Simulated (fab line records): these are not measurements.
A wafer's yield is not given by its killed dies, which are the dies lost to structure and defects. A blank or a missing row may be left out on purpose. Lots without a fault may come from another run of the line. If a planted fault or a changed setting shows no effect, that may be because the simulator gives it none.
Check for tools in common + flow nand-harc + 2 lots and 6 wafers in the sample

## WHY IT WAS OPENED
On 2 of the 2 lots, a flag is raised at NHARC_END_SORT_01 on the reading killed-at-array. Wafers without a fault read 53, standard deviation 18.
Rule: flag the lot when none of its wafers has a number, or when each of its wafers that has one lies beyond 4 standard deviations from that mean. The other lots count as sound.

| lot  | measured     | on        | killed-at-array, wafer by wafer | flag    |
|------|--------------|-----------|---------------------------------|---------|
| L229 | day 32 01:14 | prober-01 | 138 135 138                     | FLAGGED |
| L232 | day 33 04:16 | prober-02 | 172 168 167                     | FLAGGED |
Average over the flagged lots: 153; offset from the usual +100, equal to +6 standard deviations.

## WHICH TOOL RAN EACH LOT
3 process steps preceding the reading are held in the record, out of 1302 steps in the route. In each cell: the tool, then ch and the chambers that the sampled wafers went through, then the start.
| lot  | flag    | NHARC_A_STAIRCASE_STRIP_255         | NHARC_THIN_TSV_ETCH_44             | NHARC_THIN_TSV_DEP_47           |
|------|---------|-------------------------------------|------------------------------------|---------------------------------|
| L229 | FLAGGED | wet-bench-04 ch 4,6,7, day 23 17:39 | rie-diel-13 ch 1,2, day 31 07:01   | pecvd-02 ch 0,1,2, day 31 08:59 |
| L232 | FLAGGED | wet-bench-04 ch 4,6,7, day 24 19:04 | rie-diel-13 ch 1,2,3, day 32 12:17 | pecvd-01 ch 0,1, day 32 13:49   |
What the steps here do:
- NHARC_A_STAIRCASE_STRIP_255: strips in SPM, time 900 s.
- NHARC_THIN_TSV_ETCH_44: etches the open film in CF4/O2, target depth 1594.2 nm, time 797.1 s.
- NHARC_THIN_TSV_DEP_47: deposits SiO2, target thk 200 nm.
- NHARC_END_SORT_01

## FLAGGED OVER TOTAL, TOOL BY TOOL (the gauges that took the reading come last)
| step                        | tool         | lots run | flagged | share of the flagged lots | sound lots run after its first flagged lot |
|-----------------------------|--------------|----------|---------|---------------------------|--------------------------------------------|
| NHARC_A_STAIRCASE_STRIP_255 | wet-bench-04 | 2        | 2       | all                       | 0                                          |
| NHARC_THIN_TSV_ETCH_44      | rie-diel-13  | 2        | 2       | all                       | 0                                          |
| NHARC_THIN_TSV_DEP_47       | pecvd-01     | 1        | 1       | some                      | 0                                          |
| NHARC_THIN_TSV_DEP_47       | pecvd-02     | 1        | 1       | some                      | 0                                          |
| NHARC_END_SORT_01           | prober-01    | 1        | 1       | some                      | 0                                          |
| NHARC_END_SORT_01           | prober-02    | 1        | 1       | some                      | 0                                          |

## THE TABLE: WHAT IT ALLOWS
Rows of the table that ran all the flagged lots, 2 in number: wet-bench-04 at NHARC_A_STAIRCASE_STRIP_255; rie-diel-13 at NHARC_THIN_TSV_ETCH_44.
- wet-bench-04 at NHARC_A_STAIRCASE_STRIP_255 ran 2 lots, 2 of them flagged. With no sound lot run before its first flagged lot in this sample, there is nothing to narrow down the start.
- rie-diel-13 at NHARC_THIN_TSV_ETCH_44 ran 2 lots, 2 of them flagged. With no sound lot run before its first flagged lot in this sample, there is nothing to narrow down the start.
Because each of these 2 tools fits a fault that began at some hour, counting lots does not separate them. More lots, or a look at what each step does to the wafer, might.

## WHAT THE SIMULATOR HAD PUT IN
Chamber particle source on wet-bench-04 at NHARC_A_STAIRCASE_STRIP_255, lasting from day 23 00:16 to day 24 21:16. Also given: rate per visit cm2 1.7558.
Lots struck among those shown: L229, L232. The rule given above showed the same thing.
